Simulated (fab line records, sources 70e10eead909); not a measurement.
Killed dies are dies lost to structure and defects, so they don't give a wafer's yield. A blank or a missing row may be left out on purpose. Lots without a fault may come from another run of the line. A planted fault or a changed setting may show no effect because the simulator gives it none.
One fault seen from 3 desks | flow nand_harc | each desk has only its own numbers; what lay behind them comes last

THE TOOL OWNER'S DESK: pvd_sputter-01
The tool's own readings at NHARC_A_M1_PVD_21 (deposits Cu, target thk 30 nm, time 20.49 s): means of the sampled wafers that have a number, for each lot that ran on this tool. A lot is out of limits, marked OUT, if its mean lies more than 4 standard deviations from the usual mean; the brackets give that distance.
Columns: A = throttle_valve_pct at NHARC_A_M1_PVD_21, usual 30.1 %
lot  | first seen here | A
L575 | day 23 20:01    | 29.9
L580 | day 25 16:50    | 29.8
L591 | day 30 13:00    | 30.0
This desk's finding: nothing out of limits on any of the 3 lots.

THE METROLOGY DESK
What the gauges read, lot by lot, whatever tool the lot ran on: means of the sampled wafers that have a number. A lot is out of limits, marked OUT, if its mean lies more than 4 standard deviations from the usual mean; the brackets give that distance.
Columns: A = overlay_x_nm at NHARC_A_M1_OVL_MEAS_10, usual 0.2 nm; B = overlay_y_nm at NHARC_A_M1_OVL_MEAS_10, usual -0.3 nm; C = cd_nm at NHARC_A_M1_CD_MEAS_16, usual 119.8 nm
lot  | first seen here | A    | B    | C
L575 | day 23 18:41    | 0.5  | -1.6 | 119.8
L580 | day 25 15:29    | 0.0  | -1.5 | 119.3
L590 | day 28 21:11    | 0.7  | -0.3 | 120.0
L591 | day 30 11:37    | -0.1 | -0.0 | 120.4
L596 | day 32 03:57    | -0.6 | -1.4 | 120.3
This desk's finding: nothing out of limits on any of the 5 lots.

THE DEFECT DESK
What the inspections along the route counted, lot by lot: means of the sampled wafers that have a number. A lot is out of limits, marked OUT, if its mean lies more than 4 standard deviations from the usual mean; the brackets give that distance.
Columns: A = raw_defect_count at NHARC_A_M1_INSPECT_11, usual 76
lot  | first seen here | A
L575 | day 23 18:43    | 19
L580 | day 25 15:31    | 124
L590 | day 28 21:14    | 55
L591 | day 30 11:40    | 156
L596 | day 32 03:59    | 73
This desk's finding: nothing out of limits on any of the 5 lots.

PUT TOGETHER
The tool owner's desk saw nothing out of limits.
The metrology desk saw nothing out of limits.
The defect desk saw nothing out of limits.

WHAT THE SIMULATOR HAD PUT IN
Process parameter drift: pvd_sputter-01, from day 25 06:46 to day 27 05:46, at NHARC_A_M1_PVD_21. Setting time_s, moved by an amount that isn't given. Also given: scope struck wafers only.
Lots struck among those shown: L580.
